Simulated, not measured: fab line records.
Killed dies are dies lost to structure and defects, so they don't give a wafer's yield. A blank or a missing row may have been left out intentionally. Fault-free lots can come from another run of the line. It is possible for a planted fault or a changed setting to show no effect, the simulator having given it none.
fab line records	flow nand_harc
record: lots: 13	wafers: 39	last_day: 32
route steps=1302 shown P_GATE@189
lots that met no fault: taken from a fault-free run of the same line
start_h: hours from the record's first day to the start of the lot's first wafer shown	wait_h: hours elapsed since this lot's preceding step	" unchanged from the row above	L1.1+2: one row covering several wafers at once	- value missing, or start not given	* or withheld: withheld	< > ~ a bound
route shown NAME@n: NAME is a module with steps in the file, n the number in the route of the first one	usual: mean and standard deviation over wafers with no fault	same: alike in all rows	chamber/n: place in a boat	sites: each site's reading	_std_site: standard deviation across them	_edge_site: outer sites' mean less inner sites'	radius_mm: how far each site lies from the wafer's centre	mask NAME#n: copy n	behind: the tool/chamber that last shaped the wafer	hold: what put the lot on hold/how long, in hours/how the hold closed	device: names the non-switching transistor (n, p or np)	end of line: the same wafers' tests at the end of the route	a step with no rows: only its recipe	killed: dies that structure and defects cost at the first sort, which is not the same as the wafer's yield	map: dies across one wafer; x = killed, . = not, _ = none there
set.NAME: the run value of the setting; set.NAME@STEP: its run value at that earlier step	model.NAME: the simulator's own value behind a step, which no gauge read
the route's steps for a sample of lots (tables are steps, rows are wafers)
services: when a tool's chamber went out of use (start_h, in hours from the record's first day, below 0 if earlier), for how many hours, and the reason
== steps ==
step: NHARC_P_GATE_STRIP_112
recipe: power_w: 1500	temp_c: 110	time_s: 200	chemistry: N2/H2
usual: drypump_motor_current_A: 5.8/0.43	heater_power_w: 87/5
lot.wafer	tool	chamber	start_h	wait_h	drypump_motor_current_A	heater_power_w	rf_hours_counter_h
L514.1	plasma_asher-02	0	121.47	0.2	6.0	89	7
L514.6	"	1	"	"	5.7	89	-
L514.5	"	0	"	"	6.0	88	-
L515.1	plasma_asher-01	1	130.54	0.2	5.1	90	26
L515.3	"	0	"	"	6.5	78	-
L515.6	"	1	"	"	5.1	88	-
L516.2	plasma_asher-02	0	146.71	0.2	6.0	90	14
L516.4	"	0	"	"	6.0	87	-
L516.6	"	1	"	"	5.7	91	-
L517.2	plasma_asher-02	0	150.79	0.2	6.0	88	15
L517.4	"	0	"	"	6.0	91	-
L517.6	"	1	"	"	5.6	87	-
L518.2	plasma_asher-01	0	157.92	0.2	6.5	74	32
L518.1	"	1	"	"	5.1	88	32
L518.6	"	0	"	"	6.5	75	-
L519.2	plasma_asher-01	1	177.54	0.2	5.1	85	1
L519.3	"	0	"	"	6.5	80	-
L519.5	"	1	"	"	5.1	84	-
L521.2	plasma_asher-01	0	192.18	0.2	6.5	79	3
L521.4	"	1	"	"	5.0	84	-
L521.6	"	0	"	"	6.5	78	-
L522.1	plasma_asher-02	0	209.10	0.2	6.0	90	26
L522.2	"	1	"	"	5.6	90	26
L522.4	"	0	"	"	6.0	89	-
L524.1	plasma_asher-02	0	220.32	0.2	6.0	88	30
L524.3	"	0	"	"	6.0	88	-
L524.6	"	1	"	"	5.6	92	-
L525.1	plasma_asher-02	1	228.95	0.2	5.7	91	32
L525.6	"	0	"	"	6.0	90	-
L525.5	"	1	"	"	5.7	90	-
L526.1	plasma_asher-02	1	236.43	0.2	5.7	91	33
L526.3	"	0	"	"	6.0	89	-
L526.4	"	1	"	"	5.7	90	-
L527.4	plasma_asher-02	0	260.64	0.2	6.0	89	-
L527.3	"	1	"	"	5.6	90	-
L527.6	"	1	"	"	5.6	93	-
L534.2	plasma_asher-02	1	327.65	0.2	5.6	96	14
L534.3	"	0	"	"	6.0	88	-
L534.6	"	1	"	"	5.6	93	-
step: NHARC_P_GATE_EXPOSE_88
recipe: na: 0.6	target_cd_nm: 2000	dose_mj: 11.87	mask_id: P_HVN
lot.wafer	tool	chamber	start_h	wait_h	mask
L514.1+5+6	krf_scanner-02	0	122.32	-	P_HVN#0
L515.1+3+6	krf_scanner-04	0	131.57	-	P_HVN#0
L516.2+4+6	krf_scanner-04	0	147.57	-	P_HVN#0
L517.2+4+6	krf_scanner-04	0	151.65	-	P_HVN#0
L518.1+2+6	krf_scanner-04	0	158.81	-	P_HVN#0
L519.2+3+5	krf_scanner-03	0	178.52	-	P_HVN#0
L521.2+4+6	krf_scanner-04	0	193.17	-	P_HVN#0
L522.1+2+4	krf_scanner-03	0	210.12	-	P_HVN#0
L524.1+3+6	krf_scanner-02	0	221.35	-	P_HVN#0
L525.1+5+6	krf_scanner-04	0	229.93	-	P_HVN#0
L526.1+3+4	krf_scanner-04	0	237.29	-	P_HVN#0
L527.3+4+6	krf_scanner-04	0	261.48	-	P_HVN_R1#0
L534.2+3+6	krf_scanner-04	0	328.61	-	P_HVN#0
step: NHARC_P_GATE_CD_MEAS_91
recipe: target_cd_nm: 2000	landing_energy_ev: 500
usual: cd_nm: 1999/3
same: landing_energy_ev: 500
lot.wafer	tool	chamber	start_h	wait_h	cd_nm
L514.1	cd_sem-01	0	122.48	-	1998
L514.5	"	0	"	"	2002
L514.6	"	0	"	"	1999
L515.1	cd_sem-01	0	131.72	-	2002
L515.3	"	0	"	"	1997
L515.6	"	0	"	"	1999
L516.2	cd_sem-03	0	147.72	-	1998
L516.4	"	0	"	"	1996
L516.6	"	0	"	"	1999
L517.2	cd_sem-03	0	151.80	-	1996
L517.4	"	0	"	"	1998
L517.6	"	0	"	"	2001
L518.1	cd_sem-03	0	158.97	-	2003
L518.2	"	0	"	"	2004
L518.6	"	0	"	"	2000
L519.2	cd_sem-03	0	178.68	-	2000
L519.3	"	0	"	"	1997
L519.5	"	0	"	"	2002
L521.2	cd_sem-03	0	193.32	-	2000
L521.4	"	0	"	"	2000
L521.6	"	0	"	"	2002
L522.1	cd_sem-02	0	210.29	-	2003
L522.2	"	0	"	"	2005
L522.4	"	0	"	"	2003
L524.1	cd_sem-01	0	221.51	-	2000
L524.3	"	0	"	"	1998
L524.6	"	0	"	"	1997
L525.1	cd_sem-01	0	230.09	-	2001
L525.5	"	0	"	"	1999
L525.6	"	0	"	"	2000
L526.1	cd_sem-03	0	237.45	-	1995
L526.3	"	0	"	"	1997
L526.4	"	0	"	"	1996
L527.3	cd_sem-03	0	261.64	-	2120
L527.4	"	0	"	"	2114
L527.6	"	0	"	"	2121
L534.2	cd_sem-02	0	328.76	-	2002
L534.3	"	0	"	"	2004
L534.6	"	0	"	"	2004
step: NHARC_P_GATE_STRIP_113
recipe: power_w: 1500	temp_c: 110	time_s: 740	chemistry: N2/H2
usual: drypump_motor_current_A: 5.8/0.57	heater_power_w: 85/5.2
lot.wafer	tool	chamber	start_h	wait_h	drypump_motor_current_A	heater_power_w	rf_hours_counter_h
L514.1	plasma_asher-02	0	123.14	0.3	6.0	87	8
L514.6	"	1	"	"	5.7	91	-
L514.5	"	0	"	"	6.0	87	-
L515.1	plasma_asher-02	1	132.37	0.3	5.6	89	11
L515.3	"	0	"	"	6.0	90	-
L515.6	"	1	"	"	5.6	90	-
L516.2	plasma_asher-01	0	148.37	0.3	6.5	75	30
L516.4	"	0	"	"	6.5	75	-
L516.6	"	0	"	"	6.5	74	-
L517.2	plasma_asher-02	1	152.45	0.3	5.6	90	16
L517.4	"	1	"	"	5.7	91	-
L517.6	"	1	"	"	5.7	93	-
L518.1	plasma_asher-01	0	159.50	0.2	6.5	75	32
L518.2	"	1	"	"	5.1	90	32
L518.6	"	1	"	"	5.1	88	-
L519.2	plasma_asher-01	0	179.21	0.2	6.5	80	1
L519.3	"	0	"	"	6.4	77	-
L519.5	"	0	"	"	6.4	79	-
L521.2	plasma_asher-01	1	193.85	0.2	5.1	85	4
L521.4	"	0	"	"	6.5	79	-
L521.6	"	1	"	"	5.1	83	-
L522.2	plasma_asher-02	1	210.81	0.2	5.7	92	27
L522.1	"	0	"	"	6.0	90	27
L522.4	"	1	"	"	5.6	90	-
L524.1	plasma_asher-01	1	222.04	0.2	5.0	84	12
L524.3	"	0	"	"	6.5	80	-
L524.6	"	1	"	"	5.1	86	-
L525.1	plasma_asher-01	0	230.65	0.2	6.5	78	13
L525.6	"	0	"	"	6.5	79	-
L525.5	"	1	"	"	5.1	84	-
L526.1	plasma_asher-01	1	237.98	0.2	5.1	84	14
L526.4	"	1	"	"	5.1	83	-
L526.3	"	0	"	"	6.5	79	-
L527.3	plasma_asher-02	0	262.40	0.4	6.0	87	-
L527.4	"	1	"	"	5.6	92	-
L527.6	"	0	"	"	6.0	89	-
L534.2	plasma_asher-02	0	329.29	0.2	6.0	89	15
L534.3	"	0	"	"	6.0	89	-
L534.6	"	1	"	"	5.7	94	-
step: NHARC_P_GATE_RTA_64
recipe: temp_c: 1050	time_s: 1
usual: lamp_power_pct: 37/3.6	wafer_temp_C_max: 1054.1/1.1
lot.wafer	tool	chamber	start_h	wait_h	lamp_power_pct	wafer_temp_C_max
L514.1	rtp_anneal-02	0	124.31	-	40	1053.4
L514.5	"	0	"	"	40	1053.5
L514.6	"	0	"	"	39	1054.1
L515.1	rtp_anneal-02	0	133.54	-	40	1052.2
L515.3	"	0	"	"	39	1053.1
L515.6	"	0	"	"	40	1052.8
L516.2	rtp_anneal-02	0	149.55	-	39	1053.0
L516.4	"	0	"	"	39	1053.8
L516.6	"	0	"	"	39	1052.7
L517.2	rtp_anneal-01	0	153.63	-	32	1054.4
L517.4	"	0	"	"	32	1054.8
L517.6	"	0	"	"	32	1055.1
L518.1	rtp_anneal-02	0	160.76	-	40	1053.8
L518.2	"	0	"	"	40	1053.4
L518.6	"	0	"	"	39	1053.1
L519.2	rtp_anneal-02	0	180.51	-	40	1054.4
L519.3	"	0	"	"	40	1055.4
L519.5	"	0	"	"	40	1053.4
L521.2	rtp_anneal-01	0	195.15	-	32	1054.0
L521.4	"	0	"	"	32	1054.9
L521.6	"	0	"	"	32	1056.9
L522.1	rtp_anneal-02	0	212.08	-	40	1053.4
L522.2	"	0	"	"	40	1054.6
L522.4	"	0	"	"	40	1054.6
L524.1	rtp_anneal-02	0	223.31	-	39	1053.5
L524.3	"	0	"	"	40	1053.1
L524.6	"	0	"	"	40	1053.9
L525.1	rtp_anneal-02	0	231.92	-	39	1052.8
L525.5	"	0	"	"	39	1052.8
L525.6	"	0	"	"	39	1053.5
L526.1	rtp_anneal-02	0	239.28	-	40	1052.4
L526.3	"	0	"	"	40	1054.1
L526.4	"	0	"	"	40	1054.1
L527.3	rtp_anneal-01	0	263.50	-	32	1055.4
L527.4	"	0	"	"	32	1055.9
L527.6	"	0	"	"	32	1055.4
L534.2	rtp_anneal-02	0	330.61	-	39	1052.7
L534.3	"	0	"	"	40	1053.2
L534.6	"	0	"	"	40	1052.6
== services ==
tool	chamber	start_h	hours	kind
krf_scanner-03	-	109.43	2.9	repair
plasma_asher-01	-	165.26	9.0	pm
plasma_asher-01	0	165.26	9.0	vent_cycle
plasma_asher-01	1	165.26	9.0	vent_cycle
plasma_asher-01	0	174.26	-	clean
plasma_asher-01	1	174.26	-	clean
krf_scanner-04	-	182.35	4.0	pm
krf_scanner-04	-	208.95	0.2	repair
krf_scanner-03	-	224.55	4.0	pm
plasma_asher-02	-	249.00	9.0	pm
plasma_asher-02	0	249.00	9.0	vent_cycle
plasma_asher-02	1	249.00	9.0	vent_cycle
plasma_asher-02	0	258.00	-	clean
plasma_asher-02	1	258.00	-	clean
krf_scanner-02	-	266.00	4.0	pm
plasma_asher-01	-	269.19	1.2	repair
plasma_asher-02	-	282.25	1.0	repair
krf_scanner-03	-	314.47	0.5	repair
krf_scanner-03	-	315.08	8.4	repair
== key ==
first_sign: step: NHARC_P_GATE_EXPOSE_88	reading: mask	direction: changed
effect: step: NHARC_P_GATE_CD_MEAS_91	reading: cd_nm	direction: up	sigmas: 40	usual: 1999	struck: 2118
met_at NHARC_P_GATE_EXPOSE_88
struck_lots L527
tester_left_out L527
not_acting_at NHARC_P_GATE_STRIP_112,NHARC_P_GATE_STRIP_113,NHARC_P_GATE_RTA_64
onset_between 237.29 261.48
fault: kind: wrong_mask	tool: any	chamber: -	onset_h: 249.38	steps: NHARC_P_GATE_EXPOSE_88	aux_copy: P_HVN_R1#0	cd_offset_nm: 122.41	scope: struck_lots_only
tester_left_out: of these lots the tester's yield and bins aren't shown, on N5 and GAA mostly nor the transistor test; their killed dies are dies lost to structure and defects alone, not to doping, threshold or leakage, so they don't give the yield
